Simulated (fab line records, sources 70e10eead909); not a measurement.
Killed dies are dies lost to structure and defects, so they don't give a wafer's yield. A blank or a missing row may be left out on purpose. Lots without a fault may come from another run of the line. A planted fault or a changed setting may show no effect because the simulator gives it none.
fab line records | flow nand_harc
record lots=5 wafers=15 last_day=33
route steps=1302 shown P_M0@255 END@1302
lots that met no fault: from a run of the same line without faults
start_h: hours from the record's first day to the start of the lot's first wafer shown | wait_h: hours since the lot's step before | " the same as in the row above | L1.1+2: a row that stands for several wafers | - no value, or no start given | * or withheld: withheld | < > ~ a bound
route shown NAME@n: a module of which the file shows steps, and the number in the route of the first | usual: mean/standard deviation of fault-free wafers | same: alike in all rows | chamber/n: place in a boat | sites: the reading at each site | _std_site: their standard deviation | _edge_site: outer sites' mean less inner sites' | radius_mm: how far each site lies from the wafer's centre | mask NAME#n: copy n | behind: the tool/chamber that last shaped the wafer | hold: why the lot was held/for how many hours/how that ended | device: the transistor (n, p or np) that didn't switch | end of line: the same wafers' tests at the end of the route | a step without rows: its recipe alone | killed: dies lost to structure and defects at the first sort, not the wafer's yield | map: a wafer's dies, x killed, . not, _ none there
set.NAME: the setting as run; set.NAME@STEP: as run at that earlier step | model.NAME: the simulator's own value behind a step, which no gauge read
lots at some steps of the route; a table a step, a row a wafer
services: from which hour (start_h, from the record's first day; less than 0 if before it) a tool's chamber was out of use, for how many hours, and why
## steps
# step NHARC_P_M0_HMDS_02
# recipe time_s=30
# step NHARC_P_M0_COAT_33
# recipe temp_c=200 time_s=65
# step NHARC_P_M0_COAT_03
# recipe spin_rpm=1500 resist_thk_nm=90
# step NHARC_P_M0_SOFTBAKE_04
# recipe temp_c=105 time_s=55
# step NHARC_P_M0_EBR_05
# step NHARC_P_M0_EXPOSE_06
# recipe na=1.35 target_cd_nm=90 dose_mj=81.28 mask_id=P_M0
# step NHARC_P_M0_PEB_07
# recipe peb_temp_c=100 peb_time_s=65
# step NHARC_P_M0_DEVELOP_08
# recipe develop_time_s=35 dev_temp_c=23
# step NHARC_P_M0_CD_MEAS_09
# recipe target_cd_nm=90 landing_energy_ev=500
# usual cd_nm=89.9/0.6
# same landing_energy_ev=500
# columns lot.wafer tool chamber start_h wait_h cd_nm
L186.1 cd_sem-02 0 153.79 - 89.6
L186.3 " 0 " " 91.0
L186.4 " 0 " " 90.3
L187.1 cd_sem-02 0 182.51 - 89.5
L187.4 " 0 " " 89.3
L187.5 " 0 " " 90.1
L198.4 cd_sem-01 0 269.70 - 88.3
L198.5 " 0 " " 89.1
L198.6 " 0 " " 88.6
L199.2 cd_sem-02 0 275.56 - 89.7
L199.3 " 0 " " 89.8
L199.4 " 0 " " 89.8
L205.3 cd_sem-03 0 347.01 - 90.3
L205.5 " 0 " " 90.0
L205.6 " 0 " " 89.8
# step NHARC_P_M0_OVL_MEAS_10
# recipe pitch_nm=180
# usual overlay_x_nm=0.2/0.84 overlay_y_nm=0.1/0.75
# columns lot.wafer tool chamber start_h wait_h overlay_x_nm overlay_y_nm
L186.1 overlay-02 - 153.88 - 0.3 -0.2
L186.3 " - " " 0.4 0.2
L186.4 " - " " 0.2 -0.4
L187.1 overlay-02 - 182.59 - 1.5 -1.1
L187.4 " - " " 1.5 -0.9
L187.5 " - " " 1.4 -1.2
L198.4 overlay-02 - 269.78 - 0.3 1.1
L198.5 " - " " -0.5 0.8
L198.6 " - " " 0.4 0.7
L199.2 overlay-01 - 275.64 - -1.1 0.5
L199.3 " - " " -1.3 0.5
L199.4 " - " " -1.1 0.4
L205.3 overlay-02 - 347.09 - -0.4 0.0
L205.5 " - " " -0.5 -0.4
L205.6 " - " " 0.5 0.2
# step NHARC_P_M0_INSPECT_11
# usual raw_defect_count=4.9/2.7
# columns lot.wafer tool chamber start_h wait_h raw_defect_count
L186.1 defect_inspect-02 - 153.92 0.0 2
L186.3 " - " " 2
L186.4 " - " " 6
L187.1 defect_inspect-01 - 182.63 0.0 4
L187.4 " - " " 8
L187.5 " - " " 7
L198.4 defect_inspect-01 - 269.82 0.0 5
L198.5 " - " " 6
L198.6 " - " " 4
L199.2 defect_inspect-02 - 275.68 0.0 5
L199.3 " - " " 12
L199.4 " - " " 8
L205.3 defect_inspect-01 - 347.13 0.0 3
L205.5 " - " " 6
L205.6 " - " " 5
# step NHARC_P_M0_DESCUM_14
# recipe time_s=3 o2_flow_sccm=200 ar_flow_sccm=0 bias_power_w=0 chemistry=O2
# usual drypump_motor_current_A=5.7/0.36 oes_product_au=1.000/0.0091 rf_vpp_V=57.6/0.82 showerhead_plenum_p_Torr=1.88/0.075 throttle_valve_pct=11.310/0.0091
# columns lot.wafer tool chamber start_h wait_h drypump_motor_current_A oes_product_au rf_hours_counter_h rf_vpp_V showerhead_plenum_p_Torr throttle_valve_pct
L186.4 rie_diel-13 2 153.98 0.1 6.3 0.996 24 57.9 1.82 11.303
L186.1 " 0 " " 5.4 1.010 29 55.2 1.77 11.317
L186.3 " 1 " " 6.2 1.016 27 58.2 1.83 11.324
L187.4 rie_diel-13 3 182.70 0.1 5.8 1.004 0 57.8 1.91 11.312
L187.1 " 0 " " 5.4 0.998 0 56.9 1.77 11.317
L187.5 " 2 " " 6.3 0.997 - 58.0 1.82 11.306
L198.4 rie_diel-13 1 269.87 0.1 6.2 0.996 13 57.8 1.83 11.327
L198.5 " 1 " " 6.2 0.992 - 56.8 1.83 11.311
L198.6 " 2 " " 6.3 0.996 - 57.5 1.82 11.309
L199.2 rie_diel-04 3 275.74 0.1 5.5 1.004 26 56.8 1.97 11.298
L199.4 " 1 " " 5.5 1.018 29 56.8 1.89 11.309
L199.3 " 2 " " 6.1 1.008 24 57.6 1.86 11.317
L205.3 rie_diel-08 0 347.19 0.1 5.3 1.016 38 56.5 1.80 11.313
L205.6 " 0 " " 5.3 1.014 - 57.3 1.80 11.304
L205.5 " 1 " " 5.8 0.992 - 58.5 1.93 11.307
# step NHARC_P_M0_ETCH_34
# recipe target_depth_a=400 overetch_a=120 time_s=43.94 ion_energy_ev=200 n2_flow_sccm=150 h2_flow_sccm=150 ar_flow_sccm=0 rf_w=400 bias_w=150 chemistry=N2/H2
# usual drypump_motor_current_A=5.8/0.37 oes_product_au=0.999/0.0086 rf_vpp_V=429.7/2.5 showerhead_plenum_p_Torr=2.01/0.084 throttle_valve_pct=14.172/0.0084
# columns lot.wafer tool chamber start_h wait_h drypump_motor_current_A oes_product_au rf_hours_counter_h rf_vpp_V showerhead_plenum_p_Torr throttle_valve_pct
L186.4 rie_diel-13 3 154.06 0.1 5.8 1.008 29 430.5 2.04 14.173
L186.3 " 1 " " 6.1 1.006 27 428.3 1.95 14.157
L186.1 " 2 " " 6.3 0.994 24 428.3 1.94 14.176
L187.4 rie_diel-13 0 182.79 0.1 5.4 0.865 0 425.1 1.88 14.180
L187.1 " 1 " " 6.2 0.992 0 428.2 1.95 14.170
L187.5 " 2 " " 6.3 0.986 - 428.6 1.94 14.185
L198.4 rie_diel-13 0 269.97 0.1 5.4 0.999 13 425.3 1.88 14.181
L198.6 " 2 " " 6.3 0.987 - 428.2 1.94 14.182
L198.5 " 3 " " 5.8 1.005 - 430.3 2.03 14.190
L199.3 rie_diel-04 3 275.82 0.1 5.5 0.997 26 431.1 2.10 14.170
L199.4 " 0 " " 5.1 0.988 27 435.1 2.19 14.175
L199.2 " 1 " " 5.5 1.000 29 430.3 2.01 14.179
L205.3 rie_diel-08 1 347.29 0.1 5.8 0.994 43 431.0 2.06 14.164
L205.5 " 2 " " 5.9 0.999 - 428.3 2.00 14.177
L205.6 " 3 " " 5.8 0.988 - 430.1 2.00 14.178
# step NHARC_P_M0_ETCH_15
# recipe target_depth_a=1500 overetch_a=150 time_s=82.5 c4f8_flow_sccm=withheld ar_flow_sccm=400 rf_w=600 bias_w=300 chemistry=C4F8/Ar
# usual oes_product_au=0.955/0.023 rf_vpp_V=439.8/2.5
# columns lot.wafer tool chamber start_h wait_h oes_product_au rf_hours_counter_h rf_vpp_V
L186.4 rie_diel-13 2 - - 0.958 24 437.0
L186.1 " 3 " " 0.952 29 442.1
L186.3 " 0 " " 0.978 30 435.8
L187.1 rie_diel-13 3 - - 0.960 0 440.4
L187.4 " 2 " " 0.948 0 436.6
L187.5 " 0 " " 0.977 - 437.6
L198.4 rie_diel-13 0 - - 0.976 13 437.2
L198.6 " 1 " " 0.963 - 438.2
L198.5 " 2 " " 0.964 - 437.7
L199.3 rie_diel-04 0 - - 0.962 27 444.8
L199.4 " 2 " " 0.983 24 439.4
L199.2 " 3 " " 0.973 27 442.2
L205.3 rie_diel-08 2 - - 0.921 43 439.9
L205.6 " 2 " " 0.925 - 440.5
L205.5 " 3 " " 0.925 - 440.0
# step NHARC_END_SORT_01
# recipe temp_c=25
# usual defect_limited_yield=92.0/2.6 killed_at_array=49/18 killed_at_other=0.8/1 killed_at_periphery=4.2/2.8 killed_dies=54/18 killed_open=3.0/1.7 killed_short=2.5/1.6 sort_bin_2_pct=2.8/1.2 sort_bin_3_pct=0.6/0.37 sort_bin_4_pct=4.6/1.5 sort_n_pass=623/18 sort_rim_yield_pct=92/4.2 sort_yield_pct=92.0/2.6
# same gross_dies=677 sort_bin_5_pct[%]=0 sort_bin_6_pct[%]=0 sort_bin_7_pct[%]=0 sort_bin_8_pct[%]=0 sort_rim_n_gross=106.00
# columns lot.wafer tool chamber start_h wait_h defect_limited_yield[%] killed_at_array killed_at_other killed_at_periphery killed_dies killed_open killed_short sort_bin_2_pct[%] sort_bin_3_pct[%] sort_bin_4_pct[%] sort_n_pass sort_rim_yield_pct[%] sort_yield_pct[%]
L186.1 prober-02 0 604.42 2.5 95.0 32 0 2 34 4 3 1.6 0 3.4 643 92 95.0
L186.3 prober-02 0 606.03 3.1 93.8 39 0 3 42 3 2 2.4 0.1 3.7 635 89 93.8
L186.4 prober-02 0 606.83 3.4 92.9 45 0 3 48 4 5 2.4 0.9 3.8 629 96 92.9
L187.1 prober-02 0 632.32 2.5 94.8 32 2 1 35 1 5 2.8 0.4 1.9 642 91 94.8
L187.4 prober-02 0 634.74 3.4 90.0 61 0 7 68 2 4 3.4 0.9 5.8 609 88 90.0
L187.5 prober-02 0 635.54 3.7 95.3 27 1 4 32 3 1 1.5 0.7 2.5 645 92 95.3
L198.4 prober-02 0 714.01 3.4 94.2 34 1 4 39 4 0 1.3 0 4.4 638 90 94.2
L198.5 prober-02 0 714.81 3.7 95.9 26 1 1 28 3 1 1.3 0.1 2.7 649 97 95.9
L198.6 prober-02 0 715.60 4.0 95.7 27 0 2 29 1 5 1.6 0.1 2.5 648 94 95.7
L199.2 prober-01 0 740.66 2.8 92.3 48 0 4 52 0 3 3.0 0.1 4.6 625 85 92.3
L199.3 prober-01 0 741.46 3.1 89.4 63 1 8 72 3 0 4.7 0.6 5.3 605 91 89.4
L199.4 prober-01 0 742.26 3.4 90.1 60 0 7 67 3 0 4.3 0.4 5.2 610 88 90.1
L205.3 prober-02 0 799.80 3.1 91.7 54 1 1 56 1 3 4.3 0.3 3.7 621 92 91.7
L205.5 prober-02 0 801.39 3.7 92.8 47 1 1 49 2 1 3.2 0.4 3.5 628 99 92.8
L205.6 prober-02 0 802.19 4.0 93.2 38 4 4 46 6 3 2.1 0.3 4.4 631 89 93.2
# killed by level:class
L186.1 A_SLIT:chamber_film_flake=10 A_CHANNEL_HOLE_D2:chamber_film_flake=9 A_CONTACT:chamber_film_flake=5 A_ONON_D2:geometric_particle:short=2 P_M1:geometric_particle:open=1 A_CHANNEL_FILL_D2:geometric_particle:open=1 A_SGD_CUT:geometric_particle:short=1 A_WL_FILL:geometric_particle:open=1
L186.3 A_SLIT:chamber_film_flake=14 A_CONTACT:chamber_film_flake=11 A_CHANNEL_HOLE_D2:chamber_film_flake=7 A_ONON_D2:geometric_particle:open=2 P_M2:geometric_particle:short=1 A_DECK1_JOINT:geometric_particle:short=1 A_WL_FILL:geometric_particle:open=1 P_GATE:chamber_film_flake=1
L186.4 A_SLIT:chamber_film_flake=28 A_CONTACT:chamber_film_flake=7 A_DECK1_JOINT:geometric_particle:short=3 A_DECK1_JOINT:geometric_particle:open=2 A_CHANNEL_HOLE_D1:chamber_film_flake=2 P_GATE:geometric_particle:short=1 P_M0:geometric_particle:open=1 A_SOURCE_PLATE:geometric_particle:open=1
L187.1 A_CHANNEL_HOLE_D1:chamber_film_flake=12 A_CHANNEL_HOLE_D2:chamber_film_flake=10 A_CHANNEL_FILL_D1:chamber_film_flake=4 A_ONON_D1:geometric_particle:short=2 A_ONON_D2:geometric_particle:short=2 A_WL_FILL:geometric_particle:short=1 STARTING-WAFER:geometric_particle:open=1 P_ZERO_WELL:chamber_film_flake=1
L187.4 A_CHANNEL_HOLE_D1:chamber_film_flake=37 A_CHANNEL_HOLE_D2:chamber_film_flake=18 P_ZERO_WELL:chamber_film_flake=3 P_M0:chamber_film_flake=2 A_CONTACT:chamber_film_flake=2 P_M0:geometric_particle:open=1 P_M1:geometric_particle:open=1 A_ONON_D1:geometric_particle:short=1
L187.5 A_CHANNEL_HOLE_D2:chamber_film_flake=12 A_CHANNEL_HOLE_D1:chamber_film_flake=9 A_SLIT:chamber_film_flake=3 P_CONTACT:geometric_particle:open=2 A_CHANNEL_FILL_D1:chamber_film_flake=2 P_GATE:geometric_particle:open=1 A_DECK1_JOINT:geometric_particle:short=1 P_M0:chamber_film_flake=1
L198.4 A_CHANNEL_HOLE_D1:chamber_film_flake=8 A_STAIRCASE:chamber_film_flake=7 A_CONTACT:chamber_film_flake=6 P_CONTACT:chamber_film_flake=2 A_CHANNEL_HOLE_D2:chamber_film_flake=2 A_CHANNEL_FILL_D2:chamber_film_flake=2 A_SLIT:chamber_film_flake=2 P_M0:geometric_particle:open=1
L198.5 A_CHANNEL_HOLE_D1:chamber_film_flake=10 A_STAIRCASE:chamber_film_flake=4 A_CHANNEL_HOLE_D2:chamber_film_flake=3 A_CHANNEL_FILL_D2:chamber_film_flake=2 A_CONTACT:chamber_film_flake=2 A_CHANNEL_FILL_D1:geometric_particle:short=1 A_WL_FILL:geometric_particle:open=1 A_CONTACT:geometric_particle:open=1
L198.6 A_CHANNEL_HOLE_D1:chamber_film_flake=5 A_CONTACT:chamber_film_flake=5 A_STAIRCASE:chamber_film_flake=3 A_CHANNEL_FILL_D2:geometric_particle:short=2 A_WL_FILL:geometric_particle:short=2 P_CONTACT:chamber_film_flake=2 A_CHANNEL_HOLE_D2:chamber_film_flake=2 A_CHANNEL_FILL_D2:chamber_film_flake=2
L199.2 A_CHANNEL_HOLE_D1:chamber_film_flake=18 A_CHANNEL_HOLE_D2:chamber_film_flake=11 A_CONTACT:chamber_film_flake=5 A_BONDPAD:chamber_film_flake=4 A_SLIT:chamber_film_flake=4 P_CONTACT:chamber_film_flake=2 A_DECK1_JOINT:chamber_film_flake=2 A_STAIRCASE:chamber_film_flake=2
L199.3 A_CHANNEL_HOLE_D1:chamber_film_flake=35 A_CHANNEL_HOLE_D2:chamber_film_flake=11 A_CONTACT:chamber_film_flake=5 A_SLIT:chamber_film_flake=5 P_GATE:chamber_film_flake=3 A_DECK1_JOINT:chamber_film_flake=2 P_CONTACT:chamber_film_flake=2 A_STAIRCASE:chamber_film_flake=2
L199.4 A_CHANNEL_HOLE_D2:chamber_film_flake=22 A_CHANNEL_HOLE_D1:chamber_film_flake=17 A_SLIT:chamber_film_flake=10 A_CONTACT:chamber_film_flake=5 P_CONTACT:chamber_film_flake=4 A_STAIRCASE:chamber_film_flake=2 P_GATE:geometric_particle:open=1 A_ONON_D2:geometric_particle:open=1
L205.3 A_SLIT:chamber_film_flake=33 A_CHANNEL_HOLE_D1:chamber_film_flake=8 A_WL_FILL:chamber_film_flake=4 A_CONTACT:chamber_film_flake=4 A_ONON_D2:geometric_particle:short=1 A_CHANNEL_FILL_D2:geometric_particle:short=1 A_WL_FILL:geometric_particle:short=1 A_BLC:geometric_particle:open=1
L205.5 A_SLIT:chamber_film_flake=27 A_CHANNEL_HOLE_D1:chamber_film_flake=8 A_CONTACT:chamber_film_flake=4 A_WL_FILL:chamber_film_flake=3 A_ONON_D2:geometric_particle:short=1 A_CHANNEL_FILL_D2:geometric_particle:open=1 A_M0:geometric_particle:open=1 P_CONTACT:chamber_film_flake=1
L205.6 A_SLIT:chamber_film_flake=14 A_CHANNEL_HOLE_D1:chamber_film_flake=5 THIN_TSV:chamber_film_flake=4 A_CHANNEL_HOLE_D2:chamber_film_flake=3 A_SGD_CUT:chamber_film_flake=3 A_CHANNEL_FILL_D1:chamber_film_flake=2 A_CONTACT:chamber_film_flake=2 P_CONTACT:geometric_particle:open=1
## services
# columns tool chamber start_h hours kind
rie_diel-13 0 145.18 - clean
rie_diel-13 1 145.18 - clean
rie_diel-13 2 145.18 - clean
rie_diel-13 3 145.18 - clean
rie_diel-13 1 155.61 11.6 repair
rie_diel-13 - 165.11 9.0 pm
rie_diel-13 0 165.11 9.0 vent_cycle
rie_diel-13 2 165.11 9.0 vent_cycle
rie_diel-13 3 165.11 9.0 vent_cycle
rie_diel-04 1 169.83 4.1 repair
rie_diel-13 0 174.11 - clean
rie_diel-13 1 174.11 - clean
rie_diel-13 2 174.11 - clean
rie_diel-13 3 174.11 - clean
rie_diel-04 - 177.92 9.0 pm
rie_diel-08 - 190.85 9.0 pm
rie_diel-13 0 198.61 - clean
rie_diel-13 1 198.61 - clean
rie_diel-13 3 212.55 5.3 repair
rie_diel-08 - 226.94 1.6 repair
rie_diel-08 3 258.95 2.8 repair
rie_diel-04 2 263.66 9.2 repair
rie_diel-13 - 342.28 9.0 pm
rie_diel-04 - 343.48 0.7 repair
## key
first_sign step=NHARC_P_M0_ETCH_34 reading=oes_product_au direction=down sigmas=16 usual=0.999 struck=0.865
effect none on later readings
met_at NHARC_P_M0_ETCH_34
struck_wafers L187.4
fault kind=process_parameter_drift tool=rie_diel-13 chamber=0 onset_h=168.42 steps=NHARC_P_M0_ETCH_34 channel=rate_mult offset=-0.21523 shape=step end_h=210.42
